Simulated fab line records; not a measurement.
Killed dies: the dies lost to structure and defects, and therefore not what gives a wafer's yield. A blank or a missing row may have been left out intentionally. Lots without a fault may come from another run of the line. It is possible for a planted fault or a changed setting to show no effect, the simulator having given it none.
Struck lot and sound lot, side by side    flow n5_finfet    17 out of 1938 route steps
Sound: wafers L972.2, L972.3, L972.6. The struck wafers were L983.1, L983.2, L983.6. At the end, the cause is stated.
For every step that has rows: the tool of each side, followed by ch and its chambers, followed by its first start. Under that, the readings that differ: sound wafers    struck wafers    difference of the means    sigmas: that difference in standard deviations of wafers without a fault.
alike: a reading whose means differ by less than 2 such deviations, as well as words and numbers matching on both sides. not compared: withheld readings; readings where some wafer has no value; bounds like >300 that might hide an equal value; numbers whose values overlap and for which the record gives no deviation.
A row with sigmas, a row that says differs or no value, or rows on one side alone: a step with any of these is where the two part. Non-overlapping numbers with no deviation appear without sigmas and do not part them. A reading that every wafer of one side lacks parts them only if that side has two wafers or more.

first, 2 steps without rows for these wafers: N5_BEOL_M3_PEB_09 (peb time 60 s); N5_BEOL_M3_DEVELOP_10 (develop time 30 s).
N5_BEOL_M3_CD_MEAS_11 targets a cd of 17.05 nm.
  sound on cd_sem-03 ch 0, day 8 19:46; struck on cd_sem-01 ch 0, day 11 14:02
  alike: cd_nm
N5_BEOL_M3_OVL_MEAS_12:
  sound on overlay-02 ch 0, day 8 19:48; struck on overlay-02 ch 0, day 11 14:04
  alike: M3_OVL
N5_BEOL_M3_INSPECT_13: inspects for defects (brightfield).
  sound on defect_inspect-02 at day 8 19:51; struck on defect_inspect-02 at day 11 14:08
  alike: raw_defect_count
N5_BEOL_M3_DESCUM_16: chemistry O2, time 7 s.
  sound on rie_diel-03 ch 0,2,3, day 8 19:59; struck on rie_diel-06 ch 1,2,3, day 11 14:10
  alike: drypump_motor_current_A, oes_product_au, rf_vpp_V, showerhead_plenum_p_Torr, throttle_valve_pct
  not compared: rf_hours_counter_h
then, 1 step without rows for these wafers: N5_BEOL_M3_ETCH_74 (etches underlayer in N2/H2, target depth 6.5 nm, time 5.2 s).
N5_BEOL_M3_ETCH_63: etches SiARC in CF4, target depth 15.6 nm, time 26 s.
  sound on rie_diel-03 ch 0,2,3, day 8 20:02; struck on rie_diel-06 ch 1,2,3, day 11 14:13
  alike: drypump_motor_current_A, etch_rf_on_time_s, oes_product_au, rf_vpp_V, showerhead_plenum_p_Torr, throttle_valve_pct
  not compared: rf_hours_counter_h
N5_BEOL_M3_ETCH_64: etches SOC in N2/H2, target depth 75 nm, overetch 15 nm, time 112.5 s.
  sound on rie_diel-03 ch 0,2,3, day 8 20:04; struck on rie_diel-06 ch 1,2,3, day 11 14:14
  alike: drypump_motor_current_A, h2_flow_sccm, oes_product_au, rf_vpp_V, showerhead_plenum_p_Torr, throttle_valve_pct
  not compared: rf_hours_counter_h
then, 2 steps without rows for these wafers: N5_BEOL_M3_STRIP_65 (strips in N2/H2); N5_BEOL_M3_STRIP_75 (strips in N2/H2).
N5_BEOL_M3_STRIP_66: strips in CF4.
  sound on rie_diel-03 ch 0,2,3, day 8 20:11; struck on rie_diel-06 ch 1,2,3, day 11 14:34
  alike: drypump_motor_current_A, oes_product_au, rf_vpp_V, showerhead_plenum_p_Torr, throttle_valve_pct
  not compared: rf_hours_counter_h
N5_BEOL_M3_HM_OPEN_17: chemistry Cl2/BCl3, target TiN, target depth 20 nm, overetch 6 nm.
  sound on rie_metal-03 ch 0,1, day 8 20:14; struck on rie_metal-03 ch 0,1, day 11 14:37
  no value came back on the struck wafers for any of 5 readings (bcl3_flow_sccm (sccm), bias_w (W) and others); on the sound wafers bcl3_flow_sccm (sccm) reads 21.66 21.67 21.68
reading                                   sound         struck          difference  sigmas
model.SOC_of_BEOL_M3_COAT_61.thk_nm (nm)  51.8 51.8 52  60.2 60.2 60.2  +8.3        
  not compared: rf_hours_counter_h
N5_BEOL_M3_STRIP_19: strips in O2.
  sound on rie_diel-06 ch 1,2,3, day 8 20:28; struck on rie_diel-01 ch 0,3, day 11 14:43
  alike: drypump_motor_current_A, oes_product_au, rf_vpp_V, showerhead_plenum_p_Torr, throttle_valve_pct
  not compared: rf_hours_counter_h
N5_BEOL_M3_CD_MEAS_18: pitch 36 nm, target cd 18 nm.
  sound on cd_sem-03 at day 8 20:32; struck on cd_sem-03 at day 11 14:47
reading     sound              struck  difference                     sigmas
cd_nm (nm)  18.15 17.81 17.88  - - -   no value on the struck wafers  
then, 1 step without rows for these wafers: N5_BEOL_M3_COAT_67 (time 60 s, resist thk 60 nm).
N5_BEOL_M4_RC_MEAS_101:
  the record has rows for the sound wafers here (prober-02 ch 0, day 10 07:04) and none for the struck ones

## WHERE THEY PART
First at N5_BEOL_M3_HM_OPEN_17; last, within this record, at N5_BEOL_M4_RC_MEAS_101.

WHY: what had been put in by the simulator
Whole step skipped at N5_BEOL_M3_HM_OPEN_17 on rie_metal-03, starting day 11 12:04. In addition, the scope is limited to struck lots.
